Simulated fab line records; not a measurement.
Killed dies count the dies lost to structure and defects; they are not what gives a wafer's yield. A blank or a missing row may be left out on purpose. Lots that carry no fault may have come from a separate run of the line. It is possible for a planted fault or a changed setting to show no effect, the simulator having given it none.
fab line records / flow n5-finfet / part 2 of 2: steps 21 to 30 of 30
[record] lots = 5 wafers = 15 last-day = 16
route steps=1938 shown BEOL_M4@1065
lots untouched by any fault: they come from a run of this same line in which no faults occurred
start-h: hours from the record's first day to the start of the lot's first wafer shown / wait-h: how many hours have passed since the lot's step before this one / " as in the row above / L1.1+2: a single row standing in for several wafers / - no value, or no start given / * or withheld: withheld / < > ~ a bound
route shown NAME@n: names a module that has steps shown in the file, with the first one's number in the route / usual: average and standard deviation across the fault-free wafers / same: alike in all rows / chamber/n: place in a boat / sites: readings site by site / _std_site: the standard deviation of these / _edge_site: the outer-site mean with the inner-site mean subtracted / radius-mm: for every site, how far away it sits from the centre of the wafer / mask NAME#n: copy n / behind: tool/chamber where the wafer was last shaped / hold: cause of the lot's hold/its duration in hours/its outcome / device: names the non-switching transistor (n, p or np) / end of line: the route-end tests of the same wafers / a step given without rows: its recipe and nothing more / killed: dies lost to structure and defects at the first sort, not the wafer's yield / map: per-die view of a wafer (x killed, . not killed, _ where there is no die)
set.NAME: the setting that was run; set.NAME@STEP: the one run at that earlier step / model.NAME: the simulator's own value behind a step, which no gauge read
lots at selected steps of the route; one table per step, one row per wafer
services: from which hour (start-h, from the record's first day; less than 0 if before it) a tool's chamber was out of use, for how many hours, and why
[[steps]]
[step N5_BEOL_M4_ANNEAL_49]
[recipe] temp-c = 400 time-s = 240 ambient = vacuum
[usual] heater-power-w = 807/82
[same] time-s = 240
lot.wafer=L078.2 tool=pvd-sputter-01 chamber=- start-h=185.47 wait-h=0.0 heater-power-w=855
lot.wafer=L078.3 tool=pvd-sputter-01 chamber=- start-h=185.47 wait-h=0.0 heater-power-w=927
lot.wafer=L078.5 tool=pvd-sputter-01 chamber=- start-h=185.47 wait-h=0.0 heater-power-w=695
lot.wafer=L080.1 tool=pvd-sputter-03 chamber=- start-h=190.08 wait-h=0.0 heater-power-w=777
lot.wafer=L080.3 tool=pvd-sputter-03 chamber=- start-h=190.08 wait-h=0.0 heater-power-w=822
lot.wafer=L080.6 tool=pvd-sputter-03 chamber=- start-h=190.08 wait-h=0.0 heater-power-w=812
lot.wafer=L083.1 tool=pvd-sputter-03 chamber=- start-h=219.13 wait-h=0.0 heater-power-w=806
lot.wafer=L083.2 tool=pvd-sputter-03 chamber=- start-h=219.13 wait-h=0.0 heater-power-w=729
lot.wafer=L083.5 tool=pvd-sputter-03 chamber=- start-h=219.13 wait-h=0.0 heater-power-w=814
lot.wafer=L090.1 tool=pvd-sputter-03 chamber=- start-h=270.75 wait-h=0.0 heater-power-w=764
lot.wafer=L090.3 tool=pvd-sputter-03 chamber=- start-h=270.75 wait-h=0.0 heater-power-w=710
lot.wafer=L090.5 tool=pvd-sputter-03 chamber=- start-h=270.75 wait-h=0.0 heater-power-w=809
lot.wafer=L095.1 tool=pvd-sputter-01 chamber=- start-h=295.61 wait-h=0.0 heater-power-w=679
lot.wafer=L095.3 tool=pvd-sputter-01 chamber=- start-h=295.61 wait-h=0.0 heater-power-w=773
lot.wafer=L095.4 tool=pvd-sputter-01 chamber=- start-h=295.61 wait-h=0.0 heater-power-w=855
[step N5_BEOL_M4_SPUTTER_79]
[recipe] material = Cu target-thk-a = 45 temp-c = -20 chamber-pressure-pa = 0.07 power-w = withheld time-s = 8.29
[usual] throttle-valve-pct = 30.0/0.95
[same] time-s = 8.29
lot.wafer=L078.2 tool=pvd-sputter-01 chamber=- start-h=185.61 wait-h=0.1 throttle-valve-pct=27.4
lot.wafer=L078.3 tool=pvd-sputter-01 chamber=- start-h=185.61 wait-h=0.1 throttle-valve-pct=30.6
lot.wafer=L078.5 tool=pvd-sputter-01 chamber=- start-h=185.61 wait-h=0.1 throttle-valve-pct=29.8
lot.wafer=L080.1 tool=pvd-sputter-03 chamber=- start-h=190.22 wait-h=0.1 throttle-valve-pct=31.1
lot.wafer=L080.3 tool=pvd-sputter-03 chamber=- start-h=190.22 wait-h=0.1 throttle-valve-pct=28.6
lot.wafer=L080.6 tool=pvd-sputter-03 chamber=- start-h=190.22 wait-h=0.1 throttle-valve-pct=28.3
lot.wafer=L083.1 tool=pvd-sputter-03 chamber=- start-h=219.27 wait-h=0.1 throttle-valve-pct=31.2
lot.wafer=L083.2 tool=pvd-sputter-03 chamber=- start-h=219.27 wait-h=0.1 throttle-valve-pct=29.7
lot.wafer=L083.5 tool=pvd-sputter-03 chamber=- start-h=219.27 wait-h=0.1 throttle-valve-pct=28.6
lot.wafer=L090.1 tool=pvd-sputter-03 chamber=- start-h=270.89 wait-h=0.1 throttle-valve-pct=30.0
lot.wafer=L090.3 tool=pvd-sputter-03 chamber=- start-h=270.89 wait-h=0.1 throttle-valve-pct=29.7
lot.wafer=L090.5 tool=pvd-sputter-03 chamber=- start-h=270.89 wait-h=0.1 throttle-valve-pct=28.7
lot.wafer=L095.1 tool=pvd-sputter-01 chamber=- start-h=295.75 wait-h=0.1 throttle-valve-pct=30.1
lot.wafer=L095.3 tool=pvd-sputter-01 chamber=- start-h=295.75 wait-h=0.1 throttle-valve-pct=30.6
lot.wafer=L095.4 tool=pvd-sputter-01 chamber=- start-h=295.75 wait-h=0.1 throttle-valve-pct=27.4
[step N5_BEOL_M4_ANNEAL_80]
[recipe] temp-c = 400 time-s = 240 ambient = vacuum
[usual] heater-power-w = 808/82
[same] time-s = 240
lot.wafer=L078.2 tool=pvd-sputter-01 chamber=- start-h=185.69 wait-h=0.0 heater-power-w=823
lot.wafer=L078.3 tool=pvd-sputter-01 chamber=- start-h=185.69 wait-h=0.0 heater-power-w=923
lot.wafer=L078.5 tool=pvd-sputter-01 chamber=- start-h=185.69 wait-h=0.0 heater-power-w=703
lot.wafer=L080.1 tool=pvd-sputter-03 chamber=- start-h=190.30 wait-h=0.0 heater-power-w=793
lot.wafer=L080.3 tool=pvd-sputter-03 chamber=- start-h=190.30 wait-h=0.0 heater-power-w=834
lot.wafer=L080.6 tool=pvd-sputter-03 chamber=- start-h=190.30 wait-h=0.0 heater-power-w=814
lot.wafer=L083.1 tool=pvd-sputter-03 chamber=- start-h=219.35 wait-h=0.0 heater-power-w=794
lot.wafer=L083.2 tool=pvd-sputter-03 chamber=- start-h=219.35 wait-h=0.0 heater-power-w=725
lot.wafer=L083.5 tool=pvd-sputter-03 chamber=- start-h=219.35 wait-h=0.0 heater-power-w=818
lot.wafer=L090.1 tool=pvd-sputter-03 chamber=- start-h=270.97 wait-h=0.0 heater-power-w=757
lot.wafer=L090.3 tool=pvd-sputter-03 chamber=- start-h=270.97 wait-h=0.0 heater-power-w=712
lot.wafer=L090.5 tool=pvd-sputter-03 chamber=- start-h=270.97 wait-h=0.0 heater-power-w=815
lot.wafer=L095.1 tool=pvd-sputter-01 chamber=- start-h=295.83 wait-h=0.0 heater-power-w=687
lot.wafer=L095.3 tool=pvd-sputter-01 chamber=- start-h=295.83 wait-h=0.0 heater-power-w=755
lot.wafer=L095.4 tool=pvd-sputter-01 chamber=- start-h=295.83 wait-h=0.0 heater-power-w=835
[step N5_BEOL_M4_SPUTTER_81]
[recipe] material = Cu target-thk-a = 45 temp-c = -20 chamber-pressure-pa = 0.07 power-w = withheld time-s = 8.29
[usual] throttle-valve-pct = 30.0/0.94
[same] time-s = 8.29
lot.wafer=L078.2 tool=pvd-sputter-01 chamber=- start-h=185.83 wait-h=0.1 throttle-valve-pct=27.8
lot.wafer=L078.3 tool=pvd-sputter-01 chamber=- start-h=185.83 wait-h=0.1 throttle-valve-pct=31.0
lot.wafer=L078.5 tool=pvd-sputter-01 chamber=- start-h=185.83 wait-h=0.1 throttle-valve-pct=29.8
lot.wafer=L080.1 tool=pvd-sputter-03 chamber=- start-h=190.44 wait-h=0.1 throttle-valve-pct=31.3
lot.wafer=L080.3 tool=pvd-sputter-03 chamber=- start-h=190.44 wait-h=0.1 throttle-valve-pct=28.4
lot.wafer=L080.6 tool=pvd-sputter-03 chamber=- start-h=190.44 wait-h=0.1 throttle-valve-pct=28.5
lot.wafer=L083.1 tool=pvd-sputter-03 chamber=- start-h=219.49 wait-h=0.1 throttle-valve-pct=31.4
lot.wafer=L083.2 tool=pvd-sputter-03 chamber=- start-h=219.49 wait-h=0.1 throttle-valve-pct=29.5
lot.wafer=L083.5 tool=pvd-sputter-03 chamber=- start-h=219.49 wait-h=0.1 throttle-valve-pct=28.5
lot.wafer=L090.1 tool=pvd-sputter-03 chamber=- start-h=271.11 wait-h=0.1 throttle-valve-pct=29.9
lot.wafer=L090.3 tool=pvd-sputter-03 chamber=- start-h=271.11 wait-h=0.1 throttle-valve-pct=29.5
lot.wafer=L090.5 tool=pvd-sputter-03 chamber=- start-h=271.11 wait-h=0.1 throttle-valve-pct=28.4
lot.wafer=L095.1 tool=pvd-sputter-01 chamber=- start-h=295.97 wait-h=0.1 throttle-valve-pct=29.8
lot.wafer=L095.3 tool=pvd-sputter-01 chamber=- start-h=295.97 wait-h=0.1 throttle-valve-pct=30.4
lot.wafer=L095.4 tool=pvd-sputter-01 chamber=- start-h=295.97 wait-h=0.1 throttle-valve-pct=27.5
[step N5_BEOL_M4_ANNEAL_82]
[recipe] temp-c = 400 time-s = 240 ambient = vacuum
[usual] heater-power-w = 809/85
[same] time-s = 240
lot.wafer=L078.2 tool=pvd-sputter-01 chamber=- start-h=185.91 wait-h=0.0 heater-power-w=813
lot.wafer=L078.3 tool=pvd-sputter-01 chamber=- start-h=185.91 wait-h=0.0 heater-power-w=923
lot.wafer=L078.5 tool=pvd-sputter-01 chamber=- start-h=185.91 wait-h=0.0 heater-power-w=682
lot.wafer=L080.1 tool=pvd-sputter-03 chamber=- start-h=190.52 wait-h=0.0 heater-power-w=797
lot.wafer=L080.3 tool=pvd-sputter-03 chamber=- start-h=190.52 wait-h=0.0 heater-power-w=806
lot.wafer=L080.6 tool=pvd-sputter-03 chamber=- start-h=190.52 wait-h=0.0 heater-power-w=825
lot.wafer=L083.1 tool=pvd-sputter-03 chamber=- start-h=219.57 wait-h=0.0 heater-power-w=808
lot.wafer=L083.2 tool=pvd-sputter-03 chamber=- start-h=219.57 wait-h=0.0 heater-power-w=711
lot.wafer=L083.5 tool=pvd-sputter-03 chamber=- start-h=219.57 wait-h=0.0 heater-power-w=827
lot.wafer=L090.1 tool=pvd-sputter-03 chamber=- start-h=271.19 wait-h=0.0 heater-power-w=765
lot.wafer=L090.3 tool=pvd-sputter-03 chamber=- start-h=271.19 wait-h=0.0 heater-power-w=720
lot.wafer=L090.5 tool=pvd-sputter-03 chamber=- start-h=271.19 wait-h=0.0 heater-power-w=815
lot.wafer=L095.1 tool=pvd-sputter-01 chamber=- start-h=296.05 wait-h=0.0 heater-power-w=669
lot.wafer=L095.3 tool=pvd-sputter-01 chamber=- start-h=296.05 wait-h=0.0 heater-power-w=765
lot.wafer=L095.4 tool=pvd-sputter-01 chamber=- start-h=296.05 wait-h=0.0 heater-power-w=830
[step N5_BEOL_M4_SPUTTER_86]
[recipe] material = Cu target-thk-a = 45 temp-c = -20 chamber-pressure-pa = 0.07 power-w = withheld time-s = 8.29
[usual] throttle-valve-pct = 30.0/0.95
[same] time-s = 8.29
lot.wafer=L078.2 tool=pvd-sputter-01 chamber=- start-h=186.05 wait-h=0.1 throttle-valve-pct=27.6
lot.wafer=L078.3 tool=pvd-sputter-01 chamber=- start-h=186.05 wait-h=0.1 throttle-valve-pct=30.6
lot.wafer=L078.5 tool=pvd-sputter-01 chamber=- start-h=186.05 wait-h=0.1 throttle-valve-pct=29.8
lot.wafer=L080.1 tool=pvd-sputter-03 chamber=- start-h=190.66 wait-h=0.1 throttle-valve-pct=31.7
lot.wafer=L080.3 tool=pvd-sputter-03 chamber=- start-h=190.66 wait-h=0.1 throttle-valve-pct=28.6
lot.wafer=L080.6 tool=pvd-sputter-03 chamber=- start-h=190.66 wait-h=0.1 throttle-valve-pct=28.6
lot.wafer=L083.1 tool=pvd-sputter-03 chamber=- start-h=219.71 wait-h=0.1 throttle-valve-pct=31.4
lot.wafer=L083.2 tool=pvd-sputter-03 chamber=- start-h=219.71 wait-h=0.1 throttle-valve-pct=29.7
lot.wafer=L083.5 tool=pvd-sputter-03 chamber=- start-h=219.71 wait-h=0.1 throttle-valve-pct=28.2
lot.wafer=L090.1 tool=pvd-sputter-03 chamber=- start-h=271.33 wait-h=0.1 throttle-valve-pct=30.3
lot.wafer=L090.3 tool=pvd-sputter-03 chamber=- start-h=271.33 wait-h=0.1 throttle-valve-pct=29.4
lot.wafer=L090.5 tool=pvd-sputter-03 chamber=- start-h=271.33 wait-h=0.1 throttle-valve-pct=28.5
lot.wafer=L095.1 tool=pvd-sputter-01 chamber=- start-h=296.19 wait-h=0.1 throttle-valve-pct=30.2
lot.wafer=L095.3 tool=pvd-sputter-01 chamber=- start-h=296.19 wait-h=0.1 throttle-valve-pct=30.7
lot.wafer=L095.4 tool=pvd-sputter-01 chamber=- start-h=296.19 wait-h=0.1 throttle-valve-pct=27.8
[step N5_BEOL_M4_ANNEAL_87]
[recipe] temp-c = 400 time-s = 240 ambient = vacuum
[usual] heater-power-w = 808/83
[same] time-s = 240
lot.wafer=L078.2 tool=pvd-sputter-01 chamber=- start-h=186.13 wait-h=0.0 heater-power-w=842
lot.wafer=L078.3 tool=pvd-sputter-01 chamber=- start-h=186.13 wait-h=0.0 heater-power-w=913
lot.wafer=L078.5 tool=pvd-sputter-01 chamber=- start-h=186.13 wait-h=0.0 heater-power-w=683
lot.wafer=L080.1 tool=pvd-sputter-03 chamber=- start-h=190.74 wait-h=0.0 heater-power-w=784
lot.wafer=L080.3 tool=pvd-sputter-03 chamber=- start-h=190.74 wait-h=0.0 heater-power-w=799
lot.wafer=L080.6 tool=pvd-sputter-03 chamber=- start-h=190.74 wait-h=0.0 heater-power-w=827
lot.wafer=L083.1 tool=pvd-sputter-03 chamber=- start-h=219.79 wait-h=0.0 heater-power-w=824
lot.wafer=L083.2 tool=pvd-sputter-03 chamber=- start-h=219.79 wait-h=0.0 heater-power-w=694
lot.wafer=L083.5 tool=pvd-sputter-03 chamber=- start-h=219.79 wait-h=0.0 heater-power-w=814
lot.wafer=L090.1 tool=pvd-sputter-03 chamber=- start-h=271.41 wait-h=0.0 heater-power-w=752
lot.wafer=L090.3 tool=pvd-sputter-03 chamber=- start-h=271.41 wait-h=0.0 heater-power-w=701
lot.wafer=L090.5 tool=pvd-sputter-03 chamber=- start-h=271.41 wait-h=0.0 heater-power-w=825
lot.wafer=L095.1 tool=pvd-sputter-01 chamber=- start-h=296.27 wait-h=0.0 heater-power-w=680
lot.wafer=L095.3 tool=pvd-sputter-01 chamber=- start-h=296.27 wait-h=0.0 heater-power-w=776
lot.wafer=L095.4 tool=pvd-sputter-01 chamber=- start-h=296.27 wait-h=0.0 heater-power-w=865
[step N5_BEOL_M4_SPUTTER_88]
[recipe] material = Cu target-thk-a = 45 temp-c = -20 chamber-pressure-pa = 0.07 power-w = withheld time-s = 8.29
[usual] throttle-valve-pct = 30.0/0.92
[same] time-s = 8.29
lot.wafer=L078.2 tool=pvd-sputter-01 chamber=- start-h=186.27 wait-h=0.1 throttle-valve-pct=27.5
lot.wafer=L078.3 tool=pvd-sputter-01 chamber=- start-h=186.27 wait-h=0.1 throttle-valve-pct=30.5
lot.wafer=L078.5 tool=pvd-sputter-01 chamber=- start-h=186.27 wait-h=0.1 throttle-valve-pct=29.9
lot.wafer=L080.1 tool=pvd-sputter-03 chamber=- start-h=190.88 wait-h=0.1 throttle-valve-pct=31.4
lot.wafer=L080.3 tool=pvd-sputter-03 chamber=- start-h=190.88 wait-h=0.1 throttle-valve-pct=28.5
lot.wafer=L080.6 tool=pvd-sputter-03 chamber=- start-h=190.88 wait-h=0.1 throttle-valve-pct=28.6
lot.wafer=L083.1 tool=pvd-sputter-03 chamber=- start-h=219.93 wait-h=0.1 throttle-valve-pct=31.3
lot.wafer=L083.2 tool=pvd-sputter-03 chamber=- start-h=219.93 wait-h=0.1 throttle-valve-pct=29.6
lot.wafer=L083.5 tool=pvd-sputter-03 chamber=- start-h=219.93 wait-h=0.1 throttle-valve-pct=28.3
lot.wafer=L090.1 tool=pvd-sputter-03 chamber=- start-h=271.55 wait-h=0.1 throttle-valve-pct=30.1
lot.wafer=L090.3 tool=pvd-sputter-03 chamber=- start-h=271.55 wait-h=0.1 throttle-valve-pct=29.9
lot.wafer=L090.5 tool=pvd-sputter-03 chamber=- start-h=271.55 wait-h=0.1 throttle-valve-pct=28.6
lot.wafer=L095.1 tool=pvd-sputter-01 chamber=- start-h=296.41 wait-h=0.1 throttle-valve-pct=30.0
lot.wafer=L095.3 tool=pvd-sputter-01 chamber=- start-h=296.41 wait-h=0.1 throttle-valve-pct=30.4
lot.wafer=L095.4 tool=pvd-sputter-01 chamber=- start-h=296.41 wait-h=0.1 throttle-valve-pct=27.6
[step N5_BEOL_M4_ANNEAL_89]
[recipe] temp-c = 400 time-s = 240 ambient = vacuum
[usual] heater-power-w = 807/82
[same] time-s = 240
lot.wafer=L078.2 tool=pvd-sputter-01 chamber=- start-h=186.35 wait-h=0.0 heater-power-w=829
lot.wafer=L078.3 tool=pvd-sputter-01 chamber=- start-h=186.35 wait-h=0.0 heater-power-w=913
lot.wafer=L078.5 tool=pvd-sputter-01 chamber=- start-h=186.35 wait-h=0.0 heater-power-w=679
lot.wafer=L080.1 tool=pvd-sputter-03 chamber=- start-h=190.96 wait-h=0.0 heater-power-w=806
lot.wafer=L080.3 tool=pvd-sputter-03 chamber=- start-h=190.96 wait-h=0.0 heater-power-w=823
lot.wafer=L080.6 tool=pvd-sputter-03 chamber=- start-h=190.96 wait-h=0.0 heater-power-w=828
lot.wafer=L083.1 tool=pvd-sputter-03 chamber=- start-h=220.01 wait-h=0.0 heater-power-w=799
lot.wafer=L083.2 tool=pvd-sputter-03 chamber=- start-h=220.01 wait-h=0.0 heater-power-w=706
lot.wafer=L083.5 tool=pvd-sputter-03 chamber=- start-h=220.01 wait-h=0.0 heater-power-w=806
lot.wafer=L090.1 tool=pvd-sputter-03 chamber=- start-h=271.63 wait-h=0.0 heater-power-w=755
lot.wafer=L090.3 tool=pvd-sputter-03 chamber=- start-h=271.63 wait-h=0.0 heater-power-w=705
lot.wafer=L090.5 tool=pvd-sputter-03 chamber=- start-h=271.63 wait-h=0.0 heater-power-w=816
lot.wafer=L095.1 tool=pvd-sputter-01 chamber=- start-h=296.49 wait-h=0.0 heater-power-w=694
lot.wafer=L095.3 tool=pvd-sputter-01 chamber=- start-h=296.49 wait-h=0.0 heater-power-w=770
lot.wafer=L095.4 tool=pvd-sputter-01 chamber=- start-h=296.49 wait-h=0.0 heater-power-w=808
[step N5_BEOL_M4_SPUTTER_90]
[recipe] material = Cu target-thk-a = 45 temp-c = -20 chamber-pressure-pa = 0.07 power-w = withheld time-s = 8.29
[usual] throttle-valve-pct = 30.0/0.95
[same] time-s = 8.29
lot.wafer=L078.2 tool=pvd-sputter-01 chamber=- start-h=186.49 wait-h=0.1 throttle-valve-pct=27.3
lot.wafer=L078.3 tool=pvd-sputter-01 chamber=- start-h=186.49 wait-h=0.1 throttle-valve-pct=30.3
lot.wafer=L078.5 tool=pvd-sputter-01 chamber=- start-h=186.49 wait-h=0.1 throttle-valve-pct=29.9
lot.wafer=L080.1 tool=pvd-sputter-03 chamber=- start-h=191.10 wait-h=0.1 throttle-valve-pct=31.3
lot.wafer=L080.3 tool=pvd-sputter-03 chamber=- start-h=191.10 wait-h=0.1 throttle-valve-pct=28.4
lot.wafer=L080.6 tool=pvd-sputter-03 chamber=- start-h=191.10 wait-h=0.1 throttle-valve-pct=28.8
lot.wafer=L083.1 tool=pvd-sputter-03 chamber=- start-h=220.15 wait-h=0.1 throttle-valve-pct=31.4
lot.wafer=L083.2 tool=pvd-sputter-03 chamber=- start-h=220.15 wait-h=0.1 throttle-valve-pct=29.5
lot.wafer=L083.5 tool=pvd-sputter-03 chamber=- start-h=220.15 wait-h=0.1 throttle-valve-pct=28.4
lot.wafer=L090.1 tool=pvd-sputter-03 chamber=- start-h=271.77 wait-h=0.1 throttle-valve-pct=30.1
lot.wafer=L090.3 tool=pvd-sputter-03 chamber=- start-h=271.77 wait-h=0.1 throttle-valve-pct=29.8
lot.wafer=L090.5 tool=pvd-sputter-03 chamber=- start-h=271.77 wait-h=0.1 throttle-valve-pct=28.7
lot.wafer=L095.1 tool=pvd-sputter-01 chamber=- start-h=296.63 wait-h=0.1 throttle-valve-pct=30.0
lot.wafer=L095.3 tool=pvd-sputter-01 chamber=- start-h=296.63 wait-h=0.1 throttle-valve-pct=30.7
lot.wafer=L095.4 tool=pvd-sputter-01 chamber=- start-h=296.63 wait-h=0.1 throttle-valve-pct=27.7
[[services]]
tool=wet-bench-01 chamber=- start-h=167.32 hours=6.0 kind=repair
tool=ald-metal-04 chamber=3 start-h=171.99 hours=1.6 kind=repair
tool=ald-metal-04 chamber=0 start-h=187.57 hours=8.1 kind=repair
tool=rie-diel-06 chamber=2 start-h=190.81 hours=- kind=clean
tool=rie-diel-06 chamber=2 start-h=190.81 hours=- kind=consumable-replace:focus-ring
tool=rie-diel-06 chamber=2 start-h=190.81 hours=14.4 kind=scheduled-down
tool=rie-diel-06 chamber=2 start-h=190.81 hours=14.4 kind=vent-cycle
tool=rie-diel-03 chamber=1 start-h=203.54 hours=3.0 kind=repair
tool=cvd-co-02 chamber=- start-h=209.48 hours=1.7 kind=repair
tool=cvd-co-01 chamber=2 start-h=213.79 hours=12.7 kind=repair
tool=cvd-co-02 chamber=0 start-h=215.00 hours=7.3 kind=repair
tool=rie-diel-06 chamber=- start-h=225.12 hours=1.1 kind=repair
tool=cvd-co-01 chamber=- start-h=234.55 hours=6.9 kind=pm
tool=rie-diel-04 chamber=3 start-h=261.32 hours=- kind=clean
tool=rie-diel-04 chamber=3 start-h=261.32 hours=- kind=consumable-replace:focus-ring
tool=rie-diel-04 chamber=3 start-h=261.32 hours=18.6 kind=scheduled-down
tool=rie-diel-04 chamber=3 start-h=261.32 hours=18.6 kind=vent-cycle
tool=cvd-co-02 chamber=1 start-h=266.42 hours=5.5 kind=repair
tool=cvd-co-01 chamber=- start-h=271.69 hours=0.7 kind=repair
tool=rie-diel-04 chamber=- start-h=273.17 hours=0.6 kind=repair
tool=cvd-co-02 chamber=- start-h=293.14 hours=0.9 kind=repair
